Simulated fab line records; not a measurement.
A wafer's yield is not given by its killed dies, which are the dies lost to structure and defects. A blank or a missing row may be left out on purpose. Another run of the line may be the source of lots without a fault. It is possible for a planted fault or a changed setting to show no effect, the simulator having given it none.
Split-lot trial || flow n5-finfet || route with 1938 steps; 7 lots, 39 wafers read

ABOUT THE SPLIT
At N5_BEOL_M2_ILD_DEP_00 (deposits SiOC from DEMS/O2, target thk 79 nm, time 15.3 s), the setting time-s was moved away from the recipe's 15.3 s on 12 of the 39 wafers read, by -51.7% to +37.8%. For the rest of the wafers, this setting stayed at what the recipe calls for.

Between the split and the reading, the file records no step.

THE READING
M2_ILD_THK at N5_BEOL_M2_THK_MEAS_01, in nm. Fault-free wafers of this fab line usually give 79.1 nm, standard deviation 1.1 nm.

{"wafer": "L074.1", "tool, chamber at the split": "pecvd-04, 2", "time-s as run, s": 20.83, "against the recipe": "+36.1%", "M2_ILD_THK, nm": 107.0, "against lot-mates on the recipe": "+26.1"}
{"wafer": "L074.2", "tool, chamber at the split": "pecvd-04, 1", "time-s as run, s": 15.3, "against the recipe": "recipe", "M2_ILD_THK, nm": 80.0, "against lot-mates on the recipe": "-"}
{"wafer": "L074.3", "tool, chamber at the split": "pecvd-04, 0", "time-s as run, s": 20.83, "against the recipe": "+36.1%", "M2_ILD_THK, nm": 107.5, "against lot-mates on the recipe": "+26.6"}
{"wafer": "L074.4", "tool, chamber at the split": "pecvd-04, 2", "time-s as run, s": 20.83, "against the recipe": "+36.1%", "M2_ILD_THK, nm": 108.9, "against lot-mates on the recipe": "+28.0"}
{"wafer": "L074.5", "tool, chamber at the split": "pecvd-04, 1", "time-s as run, s": 15.3, "against the recipe": "recipe", "M2_ILD_THK, nm": 81.2, "against lot-mates on the recipe": "-"}
{"wafer": "L074.6", "tool, chamber at the split": "pecvd-04, 0", "time-s as run, s": 15.3, "against the recipe": "recipe", "M2_ILD_THK, nm": 81.5, "against lot-mates on the recipe": "-"}
{"wafer": "L077.1", "tool, chamber at the split": "pecvd-04, 0", "time-s as run, s": 15.3, "against the recipe": "recipe", "M2_ILD_THK, nm": 80.0, "against lot-mates on the recipe": "-"}
{"wafer": "L077.2", "tool, chamber at the split": "pecvd-04, 1", "time-s as run, s": 19.79, "against the recipe": "+29.3%", "M2_ILD_THK, nm": 101.6, "against lot-mates on the recipe": "+21.8"}
{"wafer": "L077.3", "tool, chamber at the split": "pecvd-04, 2", "time-s as run, s": 19.79, "against the recipe": "+29.3%", "M2_ILD_THK, nm": 101.1, "against lot-mates on the recipe": "+21.3"}
{"wafer": "L077.4", "tool, chamber at the split": "pecvd-04, 1", "time-s as run, s": 19.79, "against the recipe": "+29.3%", "M2_ILD_THK, nm": 104.0, "against lot-mates on the recipe": "+24.2"}
{"wafer": "L077.5", "tool, chamber at the split": "pecvd-04, 0", "time-s as run, s": 15.3, "against the recipe": "recipe", "M2_ILD_THK, nm": 80.3, "against lot-mates on the recipe": "-"}
{"wafer": "L077.6", "tool, chamber at the split": "pecvd-04, 2", "time-s as run, s": 15.3, "against the recipe": "recipe", "M2_ILD_THK, nm": 79.2, "against lot-mates on the recipe": "-"}
{"wafer": "L079.2", "tool, chamber at the split": "pecvd-04, 1", "time-s as run, s": 15.3, "against the recipe": "recipe", "M2_ILD_THK, nm": 80.0, "against lot-mates on the recipe": "-"}
{"wafer": "L079.4", "tool, chamber at the split": "pecvd-04, 1", "time-s as run, s": 15.3, "against the recipe": "recipe", "M2_ILD_THK, nm": 79.8, "against lot-mates on the recipe": "-"}
{"wafer": "L079.6", "tool, chamber at the split": "pecvd-04, 0", "time-s as run, s": 15.3, "against the recipe": "recipe", "M2_ILD_THK, nm": 80.6, "against lot-mates on the recipe": "-"}
{"wafer": "L085.1", "tool, chamber at the split": "pecvd-01, 0", "time-s as run, s": 15.3, "against the recipe": "recipe", "M2_ILD_THK, nm": 78.6, "against lot-mates on the recipe": "-"}
{"wafer": "L085.2", "tool, chamber at the split": "pecvd-01, 1", "time-s as run, s": 15.3, "against the recipe": "recipe", "M2_ILD_THK, nm": 76.5, "against lot-mates on the recipe": "-"}
{"wafer": "L085.3", "tool, chamber at the split": "pecvd-01, 2", "time-s as run, s": 15.3, "against the recipe": "recipe", "M2_ILD_THK, nm": 77.9, "against lot-mates on the recipe": "-"}
{"wafer": "L085.4", "tool, chamber at the split": "pecvd-01, 1", "time-s as run, s": 15.3, "against the recipe": "recipe", "M2_ILD_THK, nm": 77.2, "against lot-mates on the recipe": "-"}
{"wafer": "L085.5", "tool, chamber at the split": "pecvd-01, 0", "time-s as run, s": 15.3, "against the recipe": "recipe", "M2_ILD_THK, nm": 79.1, "against lot-mates on the recipe": "-"}
{"wafer": "L085.6", "tool, chamber at the split": "pecvd-01, 2", "time-s as run, s": 15.3, "against the recipe": "recipe", "M2_ILD_THK, nm": 79.5, "against lot-mates on the recipe": "-"}
{"wafer": "L091.1", "tool, chamber at the split": "pecvd-03, 0", "time-s as run, s": 15.3, "against the recipe": "recipe", "M2_ILD_THK, nm": 78.9, "against lot-mates on the recipe": "-"}
{"wafer": "L091.2", "tool, chamber at the split": "pecvd-03, 1", "time-s as run, s": 7.383, "against the recipe": "-51.7%", "M2_ILD_THK, nm": 38.4, "against lot-mates on the recipe": -41.1}
{"wafer": "L091.3", "tool, chamber at the split": "pecvd-03, 0", "time-s as run, s": 7.383, "against the recipe": "-51.7%", "M2_ILD_THK, nm": 39.0, "against lot-mates on the recipe": -40.5}
{"wafer": "L091.4", "tool, chamber at the split": "pecvd-03, 1", "time-s as run, s": 7.383, "against the recipe": "-51.7%", "M2_ILD_THK, nm": 38.3, "against lot-mates on the recipe": -41.2}
{"wafer": "L091.5", "tool, chamber at the split": "pecvd-03, 0", "time-s as run, s": 15.3, "against the recipe": "recipe", "M2_ILD_THK, nm": 81.2, "against lot-mates on the recipe": "-"}
{"wafer": "L091.6", "tool, chamber at the split": "pecvd-03, 1", "time-s as run, s": 15.3, "against the recipe": "recipe", "M2_ILD_THK, nm": 78.4, "against lot-mates on the recipe": "-"}
{"wafer": "L090.1", "tool, chamber at the split": "pecvd-03, 1", "time-s as run, s": 21.08, "against the recipe": "+37.8%", "M2_ILD_THK, nm": 106.1, "against lot-mates on the recipe": "+27.8"}
{"wafer": "L090.2", "tool, chamber at the split": "pecvd-03, 0", "time-s as run, s": 15.3, "against the recipe": "recipe", "M2_ILD_THK, nm": 77.6, "against lot-mates on the recipe": "-"}
{"wafer": "L090.3", "tool, chamber at the split": "pecvd-03, 0", "time-s as run, s": 21.08, "against the recipe": "+37.8%", "M2_ILD_THK, nm": 108.4, "against lot-mates on the recipe": "+30.1"}
{"wafer": "L090.4", "tool, chamber at the split": "pecvd-03, 1", "time-s as run, s": 15.3, "against the recipe": "recipe", "M2_ILD_THK, nm": 78.5, "against lot-mates on the recipe": "-"}
{"wafer": "L090.5", "tool, chamber at the split": "pecvd-03, 1", "time-s as run, s": 15.3, "against the recipe": "recipe", "M2_ILD_THK, nm": 78.8, "against lot-mates on the recipe": "-"}
{"wafer": "L090.6", "tool, chamber at the split": "pecvd-03, 0", "time-s as run, s": 21.08, "against the recipe": "+37.8%", "M2_ILD_THK, nm": 109.6, "against lot-mates on the recipe": "+31.3"}
{"wafer": "L093.1", "tool, chamber at the split": "pecvd-04, 2", "time-s as run, s": 15.3, "against the recipe": "recipe", "M2_ILD_THK, nm": 77.6, "against lot-mates on the recipe": "-"}
{"wafer": "L093.2", "tool, chamber at the split": "pecvd-04, 1", "time-s as run, s": 15.3, "against the recipe": "recipe", "M2_ILD_THK, nm": 78.2, "against lot-mates on the recipe": "-"}
{"wafer": "L093.3", "tool, chamber at the split": "pecvd-04, 0", "time-s as run, s": 15.3, "against the recipe": "recipe", "M2_ILD_THK, nm": 77.9, "against lot-mates on the recipe": "-"}
{"wafer": "L093.4", "tool, chamber at the split": "pecvd-04, 0", "time-s as run, s": 15.3, "against the recipe": "recipe", "M2_ILD_THK, nm": 78.9, "against lot-mates on the recipe": "-"}
{"wafer": "L093.5", "tool, chamber at the split": "pecvd-04, 1", "time-s as run, s": 15.3, "against the recipe": "recipe", "M2_ILD_THK, nm": 79.7, "against lot-mates on the recipe": "-"}
{"wafer": "L093.6", "tool, chamber at the split": "pecvd-04, 2", "time-s as run, s": 15.3, "against the recipe": "recipe", "M2_ILD_THK, nm": 79.6, "against lot-mates on the recipe": "-"}

THE FIT
A straight line over all 39 wafers: M2_ILD_THK changes by +0.782 nm for each +1% of time-s; r = +1.00; the points scatter about the line by 1.2 nm.
The same after taking each lot's own level away (the mean of its wafers on the recipe; 39 wafers): +0.778 nm for each +1%; r = +1.00; scatter 1 nm.
The reading moves by 40 nm for the largest change in time-s, on that fit.
Measured against the standard deviation above, the lots' own levels, which go from 78.13 to 80.90 nm, span 2.5 times it.
Consequently the slope shifts little with the lot-to-lot level, the two slopes agreeing.
Check: -40.2 nm against its lot-mates is what the line predicts for one of the wafers moved furthest among these (-51.7%) when that wafer is left out of the fit. Against them it came out at -41.1 nm.

OTHER SPLITS APPLIED TO THESE WAFERS
Note: prior to the reading, these wafers also went through further splits. Each is held against what the fit with the lots' levels taken away leaves over:
{"other split on the same wafers": "N5_DUMMY_GATE_ETCH_31 target-depth-a", "wafers away from the commonest value": 15, "r with M2_ILD_THK (lot level and that fit taken away)": -0.02}
{"other split on the same wafers": "N5_GATE_CUT_ETCH_58 target-depth-a", "wafers away from the commonest value": 15, "r with M2_ILD_THK (lot level and that fit taken away)": "+0.11"}
{"other split on the same wafers": "N5_MOL_CONTACT_COAG_ALD_133 ald-cycles", "wafers away from the commonest value": 12, "r with M2_ILD_THK (lot level and that fit taken away)": -0.04}
{"other split on the same wafers": "N5_BEOL_M0_SAQP_ETCH_106 target-depth-a", "wafers away from the commonest value": 15, "r with M2_ILD_THK (lot level and that fit taken away)": "+0.11"}

THE WHOLE CHAIN: every reading that the file lists as answering this split, in the file's order
{"step": "N5_BEOL_M2_ILD_DEP_00", "what it does": "deposits SiOC from DEMS/O2, target thk 79 nm, time 15.3 s", "reading": "SiOC_of_BEOL_M2_ILD_DEP_00.thk-nm (the simulator's own value, which no gauge read)", "change (the file's fit)": "+0.777 nm for each +1% of the setting", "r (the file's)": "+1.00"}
{"step": "N5_BEOL_M2_THK_MEAS_01", "what it does": "", "reading": "M2_ILD_THK", "change (the file's fit)": "+0.777 for each +1% of the setting", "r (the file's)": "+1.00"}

FILE'S OWN FIT
M2_ILD_THK changes by +0.777 nm for each +1% of time-s, r = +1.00.
